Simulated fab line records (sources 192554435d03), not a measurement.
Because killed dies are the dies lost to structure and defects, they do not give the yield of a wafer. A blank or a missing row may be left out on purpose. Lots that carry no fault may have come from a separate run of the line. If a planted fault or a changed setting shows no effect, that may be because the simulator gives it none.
Split-lot experiment || flow n5 finfet || 21 wafers read from 7 lots, route of 1938 steps

## THE SPLIT
At N5_BEOL_M11_COAT_63 (time 60 s, resist thk 100 nm), the setting spin rpm was moved away from the recipe's 1500 rpm on 10 of the 21 wafers read, by -9.0% to +11.2%. All remaining wafers had this setting at the recipe value.

## FROM THE SPLIT TO THE READING: what the file shows between them, 7 steps
- N5_BEOL_M11_PEB_26: peb time 60 s (also split here: peb time s)
- N5_BEOL_M11_DEVELOP_27: develop time 30 s
- N5_BEOL_M11_CD_MEAS_28: target cd 70 nm
- N5_BEOL_M11_DESCUM_33: chemistry O2, time 7.9 s
- N5_BEOL_M11_ETCH_65: etches SiARC in CF4, target depth 39 nm, time 65 s
- N5_BEOL_M11_ETCH_66: etches SOC in N2/H2, target depth 120 nm, overetch 24 nm, time 180 s
- N5_BEOL_M11_STRIP_69: strips in N2/H2

## THE READING
SOC_of_BEOL_M11_COAT_63.thk nm (the simulator's own value, which no gauge read), in nm, at N5_BEOL_M11_VIA_ETCH_34 (etches SiCOH lowk in C4F6/O2, target depth 184.5 nm, time 69.2 s). The file does not state a usual value for it. The 11 wafers here that ran the recipe average 92.2 nm, standard deviation 0.31 nm.

{"wafer": "L074.1", "tool, chamber at the split": "litho track-03, 0", "spin rpm as run, rpm": 1500, "against the recipe": "recipe", "SOC_of_BEOL_M11_COAT_63.thk nm, nm": 92, "against lot-mates on the recipe": "-"}
{"wafer": "L074.4", "tool, chamber at the split": "litho track-03, 0", "spin rpm as run, rpm": 1500, "against the recipe": "recipe", "SOC_of_BEOL_M11_COAT_63.thk nm, nm": 92.6, "against lot-mates on the recipe": "-"}
{"wafer": "L074.6", "tool, chamber at the split": "litho track-03, 0", "spin rpm as run, rpm": 1500, "against the recipe": "recipe", "SOC_of_BEOL_M11_COAT_63.thk nm, nm": 92.8, "against lot-mates on the recipe": "-"}
{"wafer": "L080.1", "tool, chamber at the split": "litho track-04, 0", "spin rpm as run, rpm": 1662, "against the recipe": "+10.8%", "SOC_of_BEOL_M11_COAT_63.thk nm, nm": 87.8, "against lot-mates on the recipe": -4.8}
{"wafer": "L080.2", "tool, chamber at the split": "litho track-04, 0", "spin rpm as run, rpm": 1662, "against the recipe": "+10.8%", "SOC_of_BEOL_M11_COAT_63.thk nm, nm": 87.6, "against lot-mates on the recipe": -5.0}
{"wafer": "L080.3", "tool, chamber at the split": "litho track-04, 0", "spin rpm as run, rpm": 1500, "against the recipe": "recipe", "SOC_of_BEOL_M11_COAT_63.thk nm, nm": 92.6, "against lot-mates on the recipe": "-"}
{"wafer": "L079.1", "tool, chamber at the split": "litho track-03, 0", "spin rpm as run, rpm": 1365, "against the recipe": "-9.0%", "SOC_of_BEOL_M11_COAT_63.thk nm, nm": 97.6, "against lot-mates on the recipe": "+5.6"}
{"wafer": "L079.2", "tool, chamber at the split": "litho track-03, 0", "spin rpm as run, rpm": 1365, "against the recipe": "-9.0%", "SOC_of_BEOL_M11_COAT_63.thk nm, nm": 97.4, "against lot-mates on the recipe": "+5.4"}
{"wafer": "L079.3", "tool, chamber at the split": "litho track-03, 0", "spin rpm as run, rpm": 1500, "against the recipe": "recipe", "SOC_of_BEOL_M11_COAT_63.thk nm, nm": 92, "against lot-mates on the recipe": "-"}
{"wafer": "L082.2", "tool, chamber at the split": "litho track-04, 0", "spin rpm as run, rpm": 1652, "against the recipe": "+10.1%", "SOC_of_BEOL_M11_COAT_63.thk nm, nm": 87.2, "against lot-mates on the recipe": -4.8}
{"wafer": "L082.3", "tool, chamber at the split": "litho track-04, 0", "spin rpm as run, rpm": 1500, "against the recipe": "recipe", "SOC_of_BEOL_M11_COAT_63.thk nm, nm": 91.8, "against lot-mates on the recipe": "-"}
{"wafer": "L082.5", "tool, chamber at the split": "litho track-04, 0", "spin rpm as run, rpm": 1500, "against the recipe": "recipe", "SOC_of_BEOL_M11_COAT_63.thk nm, nm": 92.2, "against lot-mates on the recipe": "-"}
{"wafer": "L085.1", "tool, chamber at the split": "litho track-03, 0", "spin rpm as run, rpm": 1666, "against the recipe": "+11.1%", "SOC_of_BEOL_M11_COAT_63.thk nm, nm": 86.8, "against lot-mates on the recipe": -5.2}
{"wafer": "L085.3", "tool, chamber at the split": "litho track-03, 0", "spin rpm as run, rpm": 1500, "against the recipe": "recipe", "SOC_of_BEOL_M11_COAT_63.thk nm, nm": 92, "against lot-mates on the recipe": "-"}
{"wafer": "L085.4", "tool, chamber at the split": "litho track-03, 0", "spin rpm as run, rpm": 1500, "against the recipe": "recipe", "SOC_of_BEOL_M11_COAT_63.thk nm, nm": 92, "against lot-mates on the recipe": "-"}
{"wafer": "L086.1", "tool, chamber at the split": "litho track-03, 0", "spin rpm as run, rpm": 1590, "against the recipe": "+6.0%", "SOC_of_BEOL_M11_COAT_63.thk nm, nm": 89.2, "against lot-mates on the recipe": -2.8}
{"wafer": "L086.5", "tool, chamber at the split": "litho track-03, 0", "spin rpm as run, rpm": 1590, "against the recipe": "+6.0%", "SOC_of_BEOL_M11_COAT_63.thk nm, nm": 89.4, "against lot-mates on the recipe": -2.6}
{"wafer": "L086.6", "tool, chamber at the split": "litho track-03, 0", "spin rpm as run, rpm": 1500, "against the recipe": "recipe", "SOC_of_BEOL_M11_COAT_63.thk nm, nm": 92, "against lot-mates on the recipe": "-"}
{"wafer": "L089.4", "tool, chamber at the split": "litho track-04, 0", "spin rpm as run, rpm": 1500, "against the recipe": "recipe", "SOC_of_BEOL_M11_COAT_63.thk nm, nm": 92, "against lot-mates on the recipe": "-"}
{"wafer": "L089.5", "tool, chamber at the split": "litho track-04, 0", "spin rpm as run, rpm": 1668, "against the recipe": "+11.2%", "SOC_of_BEOL_M11_COAT_63.thk nm, nm": 86.8, "against lot-mates on the recipe": -5.2}
{"wafer": "L089.6", "tool, chamber at the split": "litho track-04, 0", "spin rpm as run, rpm": 1668, "against the recipe": "+11.2%", "SOC_of_BEOL_M11_COAT_63.thk nm, nm": 86.6, "against lot-mates on the recipe": -5.4}

THE FIT
A straight line over all 21 wafers: SOC_of_BEOL_M11_COAT_63.thk nm changes by -0.5 nm for each +1% of spin rpm; r = -0.99; the points scatter about the line by 0.43 nm.
The same after taking each lot's own level away (the mean of its wafers on the recipe; 21 wafers): -0.505 nm for each +1%; r = -0.99; scatter 0.36 nm.
Per that fit: largest spin rpm move, reading shift of 5.7 nm.
From 92.00 to 92.60 nm: that is the span of the lots' own levels, equal to 1.9 times the standard deviation above.
Consequently the slope shifts little with the lot-to-lot level, the two slopes agreeing.
Check: with one of the wafers moved furthest among these (+11.2%) left out of the fit, the line predicts -5.45 nm for it against its lot-mates. Against them it came out at -5.2 nm.

## THESE WAFERS: OTHER SPLITS
Other splits were also applied to these wafers ahead of the reading. Each is held against what the fit with the lots' levels taken away leaves over:
{"other split on the same wafers": "N5_BEOL_M10_COAT_60 spin rpm", "wafers away from the commonest value": 6, "r with SOC_of_BEOL_M11_COAT_63.thk nm (lot level and that fit taken away)": "+0.07"}
{"other split on the same wafers": "N5_BEOL_M11_PEB_26 peb time s", "wafers away from the commonest value": 4, "r with SOC_of_BEOL_M11_COAT_63.thk nm (lot level and that fit taken away)": "+0.00"}

## THE WHOLE CHAIN: every reading that the file lists as answering this split, in the file's order
{"step": "N5_BEOL_M11_COAT_63", "what it does": "time 60 s, resist thk 100 nm", "reading": "SOC_of_BEOL_M11_COAT_63.thk nm (the simulator's own value, which no gauge read)", "change (the file's fit)": "-0.48 nm for each +1% of the setting", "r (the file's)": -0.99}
{"step": "N5_BEOL_M11_ETCH_66", "what it does": "etches SOC in N2/H2, target depth 120 nm, overetch 24 nm, time 180 s", "reading": "etch.depth nm (the simulator's own value, which no gauge read)", "change (the file's fit)": "-0.48 nm for each +1% of the setting", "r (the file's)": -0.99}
{"step": "N5_BEOL_M11_VIA_ETCH_34", "what it does": "etches SiCOH lowk in C4F6/O2, target depth 184.5 nm, time 69.2 s", "reading": "SOC_of_BEOL_M11_COAT_63.thk nm (the simulator's own value, which no gauge read)", "change (the file's fit)": "-0.486 nm for each +1% of the setting", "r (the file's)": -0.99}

## THE FILE'S OWN FIT
SOC_of_BEOL_M11_COAT_63.thk nm changes by -0.486 nm for each +1% of spin rpm, r = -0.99.
